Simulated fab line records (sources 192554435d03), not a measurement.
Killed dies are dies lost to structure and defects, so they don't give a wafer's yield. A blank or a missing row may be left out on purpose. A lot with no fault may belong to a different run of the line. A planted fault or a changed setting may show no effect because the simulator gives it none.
The tool behind it: which one? | flow n5 finfet | Sampling: 20 lots, 60 wafers, 6 of 1938 route steps

== WHAT THE GAUGES SHOWED, per wafer ==
The record holds no reading of a measuring or inspecting step that can be judged against a usual standard deviation.

== EACH LOT AND THE TOOL THAT RAN IT (in order: tool; ch and the chambers of the sampled wafers; start) ==
lot  | N5_BEOL_M2_ETCH_63                 | N5_BEOL_M2_ETCH_69                 | N5_BEOL_M2_TRENCH_ETCH_37                     | N5_BEOL_M2_STRIP_97                           | N5_BEOL_M2_ALD_84                   | N5_BEOL_M2_SPUTTER_88
L074 | rie diel-01 ch 0,1,3, day 6 11:17  | rie diel-05 ch 0,2, day 6 12:10    | rie diel-01 ch 0,2, day 7 07:07 or earlier    | rie diel-01 ch 0,2, day 7 07:07 or earlier    | ald metal-02 ch 0,1,3, day 7 07:07  | pvd sputter-01, day 7 08:39
L076 | rie diel-01 ch 0,1,2, day 7 17:51  | rie diel-05 ch 2,3, day 7 19:01    | rie diel-05 ch 1,2, day 7 20:41 or earlier    | rie diel-05 ch 1,2, day 7 20:41 or earlier    | ald metal-02 ch 1,3, day 7 20:41    | pvd sputter-01, day 7 23:15
L075 | rie diel-06 ch 0,1,3, day 7 17:55  | rie diel-06 ch 1,2,3, day 7 19:05  | rie diel-05 ch 1,2, day 8 00:35 or earlier    | rie diel-05 ch 1,2, day 8 00:35 or earlier    | ald metal-01 ch 0,1,2, day 8 00:35  | pvd sputter-01, day 8 03:55
L078 | rie diel-06 ch 0,1,3, day 7 23:57  | rie diel-06 ch 0,1,2, day 8 00:54  | rie diel-01 ch 0,1,2, day 8 05:33 or earlier  | rie diel-01 ch 0,1,2, day 8 05:33 or earlier  | ald metal-03 ch 0,1,3, day 8 05:33  | pvd sputter-03, day 8 06:52
L079 | rie diel-06 ch 1,2,3, day 8 04:13  | rie diel-05 ch 1,2,3, day 8 05:26  | rie diel-05 ch 0,1,2, day 8 12:32 or earlier  | rie diel-05 ch 0,1,2, day 8 12:32 or earlier  | ald metal-02 ch 1,2, day 8 12:32    | pvd sputter-03, day 8 13:59
L081 | rie diel-06 ch 1,2,3, day 8 05:23  | rie diel-05 ch 0,2,3, day 8 06:17  | rie diel-05 ch 1,2,3, day 8 09:44 or earlier  | rie diel-05 ch 1,2,3, day 8 09:44 or earlier  | ald metal-02 ch 0,3, day 8 09:44    | pvd sputter-01, day 8 11:29
L080 | rie diel-06 ch 2,3, day 8 05:41    | rie diel-01 ch 0,1, day 8 06:42    | rie diel-05 ch 1,2,3, day 8 12:53 or earlier  | rie diel-05 ch 1,2,3, day 8 12:53 or earlier  | ald metal-03 ch 0,2,3, day 8 12:53  | pvd sputter-03, day 8 15:59
L082 | rie diel-05 ch 0,2,3, day 9 05:22  | rie diel-01 ch 0,1,2, day 9 06:14  | rie diel-05 ch 0,2,3, day 9 23:28 or earlier  | rie diel-05 ch 0,2,3, day 9 23:28 or earlier  | ald metal-01 ch 0,2,3, day 9 23:28  | pvd sputter-02, day 10 00:56
L083 | rie diel-01 ch 0,3, day 9 06:52    | rie diel-01 ch 0,1,2, day 9 07:45  | rie diel-05 ch 0,2,3, day 9 17:40 or earlier  | rie diel-05 ch 0,2,3, day 9 17:40 or earlier  | ald metal-02 ch 2,3, day 9 17:40    | pvd sputter-03, day 9 19:05
L084 | rie diel-05 ch 2,3, day 9 07:21    | rie diel-06 ch 0,3, day 9 08:28    | rie diel-01 ch 0,1, day 10 01:28 or earlier   | rie diel-01 ch 0,1, day 10 01:28 or earlier   | ald metal-02 ch 0,3, day 10 01:28   | pvd sputter-03, day 10 02:58
L085 | rie diel-06 ch 0,1,3, day 9 15:58  | rie diel-05 ch 2,3, day 9 16:50    | rie diel-01 ch 0,1,2, day 10 01:46 or earlier | rie diel-01 ch 0,1,2, day 10 01:46 or earlier | ald metal-01 ch 0,3, day 10 01:46   | pvd sputter-02, day 10 04:42
L086 | rie diel-05 ch 0,1,2, day 9 18:13  | rie diel-05 ch 0,2, day 9 19:20    | rie diel-01 ch 2,3, day 10 04:25 or earlier   | rie diel-01 ch 2,3, day 10 04:25 or earlier   | ald metal-01 ch 0,1,2, day 10 04:25 | pvd sputter-03, day 10 06:07
L088 | rie diel-01 ch 0,1,2, day 9 22:19  | rie diel-06 ch 0,2,3, day 9 23:13  | rie diel-01 ch 0,2,3, day 10 05:54 or earlier | rie diel-01 ch 0,2,3, day 10 05:54 or earlier | ald metal-01 ch 0,1,2, day 10 05:54 | pvd sputter-03, day 10 07:58
L089 | rie diel-06 ch 0,1, day 10 06:12   | rie diel-01 ch 0,1,2, day 10 07:19 | rie diel-06 ch 0,1, day 10 18:37 or earlier   | rie diel-06 ch 0,1, day 10 18:37 or earlier   | ald metal-01 ch 0,1, day 10 18:37   | pvd sputter-02, day 10 19:58
L091 | rie diel-01 ch 0,1,3, day 10 19:58 | rie diel-06 ch 0,3, day 10 20:58   | rie diel-06 ch 0,2,3, day 11 03:32 or earlier | rie diel-06 ch 0,2,3, day 11 03:32 or earlier | ald metal-01 ch 1,3, day 11 03:32   | pvd sputter-03, day 11 06:20
L092 | rie diel-05 ch 1,2,3, day 11 04:16 | rie diel-05 ch 0,1, day 11 05:08   | rie diel-01 ch 0,1,3, day 11 16:34 or earlier | rie diel-01 ch 0,1,3, day 11 16:34 or earlier | ald metal-03 ch 0,1,2, day 11 16:34 | pvd sputter-03, day 11 18:04
L093 | rie diel-05 ch 0,2, day 11 08:08   | rie diel-06 ch 1,2, day 11 09:03   | rie diel-01 ch 2,3, day 11 17:40 or earlier   | rie diel-01 ch 2,3, day 11 17:40 or earlier   | ald metal-03 ch 0,1, day 11 17:40   | pvd sputter-02, day 11 19:26
L094 | rie diel-01 ch 3, day 12 10:31     | rie diel-06 ch 0,1,2, day 12 11:41 | rie diel-06 ch 0,1,3, day 12 22:07 or earlier | rie diel-06 ch 0,1,3, day 12 22:07 or earlier | ald metal-01 ch 1,2,3, day 12 22:07 | pvd sputter-03, day 13 00:13
L096 | rie diel-01 ch 1,2,3, day 12 17:14 | rie diel-01 ch 1,2,3, day 12 18:34 | rie diel-05 ch 0,1,3, day 13 01:22 or earlier | rie diel-05 ch 0,1,3, day 13 01:22 or earlier | ald metal-01 ch 0,1,2, day 13 01:22 | pvd sputter-01, day 13 02:49
L097 | rie diel-01 ch 1,2,3, day 12 18:16 | rie diel-01 ch 1,2,3, day 12 19:11 | rie diel-01 ch 1,3, day 12 21:46 or earlier   | rie diel-01 ch 1,3, day 12 21:46 or earlier   | ald metal-03 ch 1,2, day 12 21:46   | pvd sputter-01, day 12 23:12
- N5_BEOL_M2_ETCH_63: etches SiARC in CF4, target depth 15.6 nm, time 26 s.
- N5_BEOL_M2_ETCH_69: etches SiARC in CF4, target depth 15.6 nm, time 26 s.
- N5_BEOL_M2_TRENCH_ETCH_37: etches SiOC in C4F6/O2, target depth 55.555 nm, time 29.2 s.
- N5_BEOL_M2_STRIP_97: strips in N2/H2, time 10 s.
- N5_BEOL_M2_ALD_84: deposits TaN, pulse time 2 s, purge time 3 s, co reactant purge time 2 s.
- N5_BEOL_M2_SPUTTER_88: material Cu, target thk 4.5 nm, time 8.29 s.

== WHAT THE TOOLS THEMSELVES READ (means of the sampled wafers that have a number; where no wafer has one, the mark that the record gives instead) ==
N5_BEOL_M2_ETCH_63.
lot  | tool        | drypump motor current A (A) | etch rf on time s (s) | oes product au (a.u.) | rf vpp V (V) | showerhead plenum p Torr (Torr) | throttle valve pct (%)
L074 | rie diel-01 | 6.0                         | 26.2                  | 0.61                  | 183.8        | 2.15                            | 15.63
L076 | rie diel-01 | 5.5                         | 26.0                  | 0.65                  | 184.5        | 2.14                            | 15.61
L075 | rie diel-06 | 5.5                         | 25.5                  | 0.71                  | 184.4        | 2.14                            | 15.57
L078 | rie diel-06 | 5.5                         | 25.4                  | 0.71                  | 183.9        | 2.14                            | 15.57
L079 | rie diel-06 | 5.6                         | 25.8                  | 0.73                  | 183.8        | 2.14                            | 15.51
L081 | rie diel-06 | 5.6                         | 25.6                  | 0.74                  | 184.4        | 2.14                            | 15.50
L080 | rie diel-06 | 5.7                         | 25.1                  | 0.71                  | 184.5        | 2.13                            | 15.57
L082 | rie diel-05 | 5.2                         | 26.3                  | 0.64                  | 184.3        | 2.14                            | 15.62
L083 | rie diel-01 | 5.7                         | 25.7                  | 0.60                  | 184.5        | 2.19                            | 15.64
L084 | rie diel-05 | 5.1                         | 26.6                  | 0.64                  | 184.8        | 2.18                            | 15.61
L085 | rie diel-06 | 5.5                         | 25.5                  | 0.69                  | 183.8        | 2.13                            | 15.62
L086 | rie diel-05 | 5.3                         | 26.1                  | 0.63                  | 185.8        | 2.19                            | 15.59
L088 | rie diel-01 | 5.5                         | 25.7                  | 0.64                  | 184.4        | 2.13                            | 15.64
L089 | rie diel-06 | 5.6                         | 24.7                  | 0.70                  | 183.0        | 2.07                            | 15.65
L091 | rie diel-01 | 5.9                         | 26.0                  | 0.59                  | 185.1        | 2.14                            | 15.69
L092 | rie diel-05 | 5.2                         | 25.8                  | 0.68                  | 185.1        | 2.19                            | 15.54
L093 | rie diel-05 | 5.3                         | 26.5                  | 0.58                  | 184.2        | 2.13                            | 15.75
L094 | rie diel-01 | 6.6                         | 26.6                  | 0.56                  | 185.0        | 2.19                            | 15.43
L096 | rie diel-01 | 6.0                         | 26.1                  | 0.62                  | 183.3        | 2.13                            | 15.55
L097 | rie diel-01 | 6.0                         | 26.1                  | 0.61                  | 184.1        | 2.12                            | 15.55

N5_BEOL_M2_ETCH_69.
lot  | tool        | drypump motor current A (A) | etch rf on time s (s) | oes product au (a.u.) | rf vpp V (V) | showerhead plenum p Torr (Torr) | throttle valve pct (%)
L074 | rie diel-05 | 5.2                         | 26.6                  | 0.61                  | 183.9        | 2.19                            | 15.66
L076 | rie diel-05 | 5.2                         | 26.6                  | 0.69                  | 183.9        | 2.15                            | 15.52
L075 | rie diel-06 | 5.6                         | 25.8                  | 0.74                  | 184.3        | 2.14                            | 15.51
L078 | rie diel-06 | 5.6                         | 25.0                  | 0.75                  | 183.5        | 2.08                            | 15.54
L079 | rie diel-05 | 5.2                         | 26.1                  | 0.69                  | 184.8        | 2.19                            | 15.49
L081 | rie diel-05 | 5.2                         | 26.1                  | 0.64                  | 184.8        | 2.14                            | 15.61
L080 | rie diel-01 | 5.5                         | 25.7                  | 0.61                  | 184.5        | 2.14                            | 15.79
L082 | rie diel-01 | 5.5                         | 25.4                  | 0.64                  | 184.6        | 2.13                            | 15.63
L083 | rie diel-01 | 5.5                         | 25.2                  | 0.64                  | 184.5        | 2.13                            | 15.63
L084 | rie diel-06 | 5.5                         | 25.9                  | 0.63                  | 183.6        | 2.18                            | 15.71
L085 | rie diel-05 | 5.2                         | 26.5                  | 0.67                  | 183.3        | 2.14                            | 15.54
L086 | rie diel-05 | 5.3                         | 26.2                  | 0.59                  | 184.4        | 2.14                            | 15.72
L088 | rie diel-06 | 5.6                         | 25.0                  | 0.67                  | 184.4        | 2.13                            | 15.66
L089 | rie diel-01 | 5.5                         | 25.6                  | 0.64                  | 183.6        | 2.13                            | 15.65
L091 | rie diel-06 | 5.5                         | 26.0                  | 0.62                  | 184.0        | 2.17                            | 15.72
L092 | rie diel-05 | 5.3                         | 25.5                  | 0.67                  | 185.3        | 2.19                            | 15.50
L093 | rie diel-06 | 5.7                         | 24.6                  | 0.75                  | 183.2        | 2.08                            | 15.52
L094 | rie diel-06 | 5.7                         | 25.0                  | 0.71                  | 183.2        | 2.07                            | 15.62
L096 | rie diel-01 | 6.0                         | 26.3                  | 0.61                  | 184.0        | 2.13                            | 15.57
L097 | rie diel-01 | 6.0                         | 26.1                  | 0.61                  | 183.4        | 2.13                            | 15.55

N5_BEOL_M2_TRENCH_ETCH_37.
lot  | tool        | drypump motor current A (A) | oes product au (a.u.) | rf vpp V (V) | showerhead plenum p Torr (Torr) | throttle valve pct (%)
L074 | rie diel-01 | 5.2                         | 0.76                  | 649          | 2.91                            | 20.78
L076 | rie diel-05 | 5.2                         | 0.82                  | 697          | 2.99                            | 20.66
L075 | rie diel-05 | 5.2                         | 0.82                  | 696          | 2.98                            | 20.66
L078 | rie diel-01 | 5.5                         | 0.76                  | 647          | 2.85                            | 20.91
L079 | rie diel-05 | 5.2                         | 0.75                  | 682          | 2.92                            | 20.79
L081 | rie diel-05 | 5.2                         | 0.82                  | 702          | 2.92                            | 20.73
L080 | rie diel-05 | 5.2                         | 0.81                  | 702          | 2.92                            | 20.74
L082 | rie diel-05 | 5.2                         | 0.74                  | 688          | 2.85                            | 20.87
L083 | rie diel-05 | 5.2                         | 0.75                  | 687          | 2.85                            | 20.86
L084 | rie diel-01 | 5.7                         | 0.71                  | 641          | 2.80                            | 21.14
L085 | rie diel-01 | 5.5                         | 0.74                  | 647          | 2.85                            | 20.94
L086 | rie diel-01 | 6.2                         | 0.73                  | 653          | 2.91                            | 20.56
L088 | rie diel-01 | 5.7                         | 0.74                  | 651          | 2.90                            | 20.69
L089 | rie diel-06 | 5.5                         | 0.81                  | 657          | 2.75                            | 20.88
L091 | rie diel-06 | 5.7                         | 0.77                  | 659          | 2.82                            | 20.91
L092 | rie diel-01 | 5.9                         | 0.68                  | 647          | 2.85                            | 20.91
L093 | rie diel-01 | 6.2                         | 0.71                  | 654          | 2.90                            | 20.57
L094 | rie diel-06 | 5.6                         | 0.78                  | 654          | 2.82                            | 20.86
L096 | rie diel-05 | 5.3                         | 0.86                  | 690          | 2.85                            | 20.67
L097 | rie diel-01 | 6.4                         | 0.67                  | 650          | 2.85                            | 20.80

N5_BEOL_M2_STRIP_97.
lot  | tool        | drypump motor current A (A) | h2 flow sccm (sccm) | oes product au (a.u.) | rf vpp V (V) | showerhead plenum p Torr (Torr) | throttle valve pct (%)
L074 | rie diel-01 | 5.2                         | 199.4               | 0.77                  | 59.4         | 2.59                            | 23.5
L076 | rie diel-05 | 5.2                         | 200.4               | 0.81                  | 59.7         | 2.65                            | 23.2
L075 | rie diel-05 | 5.2                         | 200.0               | 0.81                  | 59.8         | 2.65                            | 23.2
L078 | rie diel-01 | 5.5                         | 199.9               | 0.76                  | 59.2         | 2.53                            | 23.7
L079 | rie diel-05 | 5.3                         | 200.3               | 0.75                  | 59.0         | 2.61                            | 23.5
L081 | rie diel-05 | 5.2                         | 199.8               | 0.81                  | 59.4         | 2.59                            | 23.3
L080 | rie diel-05 | 5.2                         | 200.6               | 0.81                  | 58.3         | 2.59                            | 23.3
L082 | rie diel-05 | 5.2                         | 200.5               | 0.75                  | 59.4         | 2.54                            | 23.6
L083 | rie diel-05 | 5.2                         | 199.7               | 0.75                  | 59.4         | 2.54                            | 23.6
L084 | rie diel-01 | 5.8                         | 200.1               | 0.71                  | 59.8         | 2.48                            | 23.9
L085 | rie diel-01 | 5.5                         | 199.9               | 0.75                  | 59.8         | 2.52                            | 23.7
L086 | rie diel-01 | 6.2                         | 200.2               | 0.73                  | 59.1         | 2.58                            | 22.9
L088 | rie diel-01 | 5.7                         | 200.3               | 0.74                  | 59.7         | 2.58                            | 23.3
L089 | rie diel-06 | 5.6                         | 200.0               | 0.82                  | 58.5         | 2.45                            | 23.6
L091 | rie diel-06 | 5.6                         | 199.6               | 0.76                  | 58.8         | 2.50                            | 23.4
L092 | rie diel-01 | 5.9                         | 200.3               | 0.69                  | 60.0         | 2.53                            | 23.6
L093 | rie diel-01 | 6.2                         | 200.1               | 0.73                  | 59.1         | 2.57                            | 23.0
L094 | rie diel-06 | 5.6                         | 199.8               | 0.79                  | 58.2         | 2.51                            | 23.5
L096 | rie diel-05 | 5.3                         | 199.8               | 0.85                  | 59.3         | 2.54                            | 23.3
L097 | rie diel-01 | 6.4                         | 199.6               | 0.68                  | 60.0         | 2.52                            | 23.2

N5_BEOL_M2_ALD_84.
lot  | tool         | chamber pressure Torr (Torr) | heater power w (W) | precursor vessel carrier sccm (sccm) | precursor vessel pressure torr (Torr)
L074 | ald metal-02 | 2.995                        | 419                | 999.0                                | 26.22
L076 | ald metal-02 | 3.004                        | 425                | 997.8                                | 26.30
L075 | ald metal-01 | 3.000                        | 426                | 998.7                                | 26.23
L078 | ald metal-03 | 2.994                        | 438                | 997.4                                | 26.26
L079 | ald metal-02 | 2.992                        | 418                | 999.0                                | 26.23
L081 | ald metal-02 | 3.001                        | 412                | 998.2                                | 26.25
L080 | ald metal-03 | 3.001                        | 446                | 1002.4                               | 26.22
L082 | ald metal-01 | 2.998                        | 416                | 1002.3                               | 26.27
L083 | ald metal-02 | 3.001                        | 436                | 998.8                                | 26.25
L084 | ald metal-02 | 2.998                        | 435                | 1003.7                               | 26.20
L085 | ald metal-01 | 3.001                        | 416                | 999.1                                | 26.20
L086 | ald metal-01 | 3.005                        | 424                | 1001.2                               | 26.24
L088 | ald metal-01 | 2.993                        | 421                | 998.0                                | 26.25
L089 | ald metal-01 | 3.000                        | 430                | 1000.0                               | 26.22
L091 | ald metal-01 | 3.003                        | 413                | 999.1                                | 26.23
L092 | ald metal-03 | 3.007                        | 489                | 1001.3                               | 26.24
L093 | ald metal-03 | 2.997                        | 478                | 1000.5                               | 26.28
L094 | ald metal-01 | 3.001                        | 397                | 996.9                                | 26.26
L096 | ald metal-01 | 2.991                        | 418                | 997.4                                | 26.23
L097 | ald metal-03 | 2.999                        | 476                | 1001.3                               | 26.20

N5_BEOL_M2_SPUTTER_88.
lot  | tool           | chuck gas flow sccm (sccm) | throttle valve pct (%)
L074 | pvd sputter-01 | 1.27                       | 30.2
L076 | pvd sputter-01 | 1.27                       | 30.5
L075 | pvd sputter-01 | 1.27                       | 30.3
L078 | pvd sputter-03 | 1.32                       | 29.6
L079 | pvd sputter-03 | 1.26                       | 29.5
L081 | pvd sputter-01 | 1.24                       | 30.9
L080 | pvd sputter-03 | 1.20                       | 29.1
L082 | pvd sputter-02 | 1.24                       | 30.3
L083 | pvd sputter-03 | 1.20                       | 29.2
L084 | pvd sputter-03 | 1.27                       | 29.5
L085 | pvd sputter-02 | 1.26                       | 29.8
L086 | pvd sputter-03 | 1.22                       | 29.7
L088 | pvd sputter-03 | 1.26                       | 29.6
L089 | pvd sputter-02 | 1.25                       | 29.9
L091 | pvd sputter-03 | 1.31                       | 29.1
L092 | pvd sputter-03 | 1.27                       | 29.3
L093 | pvd sputter-02 | 1.26                       | 30.0
L094 | pvd sputter-03 | 1.30                       | 29.5
L096 | pvd sputter-01 | 1.20                       | 30.5
L097 | pvd sputter-01 | 1.23                       | 30.5

== THE ANSWER, worked out from the rows above alone ==
Rule: usual is defined by the lots themselves. Put in order of their means at a reading, lots are off if they are a third of the lots or fewer, leave a main group of 4 or more, and stand apart from it by a gap of 3 or more times the standard deviation of the main group's means; of several such gaps the widest counts. Not used: any main group whose means are identical at the precision the tables above print for the reading. A lot without any number at a reading at which 4 lots or more have one is off too. Any other lot the step has rows for is counted as sound. The gauges are gone through in route order, then the tools' own readings, and for those a lot's mean is taken as printed above. At the first step where some lot is off, the reading lying furthest off is the one used; lots without a number count as furthest.
None of the lots is off at any reading shown; this tells nothing.

== WHAT WAS PUT IN BY THE SIMULATOR ==
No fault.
